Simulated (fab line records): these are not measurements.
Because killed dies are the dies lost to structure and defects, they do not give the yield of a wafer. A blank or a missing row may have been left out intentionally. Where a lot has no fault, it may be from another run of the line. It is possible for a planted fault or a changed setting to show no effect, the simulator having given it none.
Struck lot and sound lot, side by side    flow nandHarc    14 steps out of a route of 1302
Sound: the wafers L492.2, L492.4, L492.6. Wafers L506.3, L506.4, L506.6 were the ones struck. At the end, the cause is stated.
Per side, at each step with rows, come the tool, then ch with its chambers, and then its first start. Under that, the readings that differ: sound wafers    struck wafers    difference of the means    sigmas: that difference in standard deviations of wafers without a fault.
alike: readings whose means differ by less than 2 such deviations, and words and numbers that are the same on both sides. not compared: withheld readings, readings that some wafer has no value for, bounds like >300 that may hide the same value, and numbers for which the record gives no deviation and whose values overlap.
Wherever a step has rows on one side only, a row that says differs or no value, or a row with sigmas, the two part there. When numbers do not overlap yet have no deviation, they are printed without sigmas and do not part them. A reading missing from all wafers of one side parts the sides only when that side holds two or more wafers.

NHARC_P_M2_INSPECT_27:
  struck on defectInspect-01, day 14 01:06; sound on defectInspect-01, day 8 00:43
  alike: rawDefectCount
NHARC_P_M2_PRE_CLEAN_32: time 12 s.
  sound on pecvd-01 ch 0,1,2, day 8 00:49; struck on pecvd-04 ch 0,2, day 14 01:10
  alike: heaterPowerW
NHARC_P_M2_DEP_33: deposits SiCN, target thk 30 nm.
  sound on pecvd-01 ch 0,1,2, day 8 00:57; struck on pecvd-04 ch 0,2, day 14 01:15
  alike: heaterPowerW
NHARC_P_BONDPAD_DEP_00: deposits SiCN, target thk 250 nm.
  sound on pecvd-04 ch 0,1, day 8 01:22; struck on pecvd-04 ch 0,1,2
  alike: heaterPowerW
NHARC_P_BONDPAD_CMP_32: polishes SiCN, target thk 200 nm.
  sound on cmp-03 ch 1,2,3, day 8 01:41; struck on cmp-04 ch 0,1,3, day 14 02:03
  alike: motorCurrentA
NHARC_P_BONDPAD_THK_MEAS_33: measures by ellipsometry.
  struck on filmMetro-01, day 14 02:18; sound on filmMetro-02, day 8 01:56
  alike: thkNm
then, 5 steps without rows for these wafers: NHARC_P_BONDPAD_SRD_34; NHARC_P_BONDPAD_DEHYDRATE_01 (time 120 s); NHARC_P_BONDPAD_HMDS_02 (time 30 s); NHARC_P_BONDPAD_COAT_36 (time 65 s); NHARC_P_BONDPAD_COAT_03 (resist thk 600 nm).
NHARC_P_BONDPAD_SOFTBAKE_04: time 70 s.
  sound on lithoTrack-03 ch 0, day 8 02:00; struck on lithoTrack-03 ch 0, day 14 02:00
reading                sound              struck             difference  sigmas
heaterPowerTotalW (W)  202.6 200.7 202.5  189.7 190.4 189.9  -11.9       -10
after that, 1 step had no rows for these wafers: NHARC_P_BONDPAD_EBR_05.
NHARC_END_SORT_01:
  the record has rows for the sound wafers here (prober-01 ch 0, day 26 01:05) and none for the struck ones

== WHERE THEY PART ==
At NHARC_P_BONDPAD_SOFTBAKE_04 first; at NHARC_END_SORT_01 last (within this record only).

WHY: what had been put in by the simulator
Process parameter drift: lithoTrack-03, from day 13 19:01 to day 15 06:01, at NHARC_P_BONDPAD_SOFTBAKE_04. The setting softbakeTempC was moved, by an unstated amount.
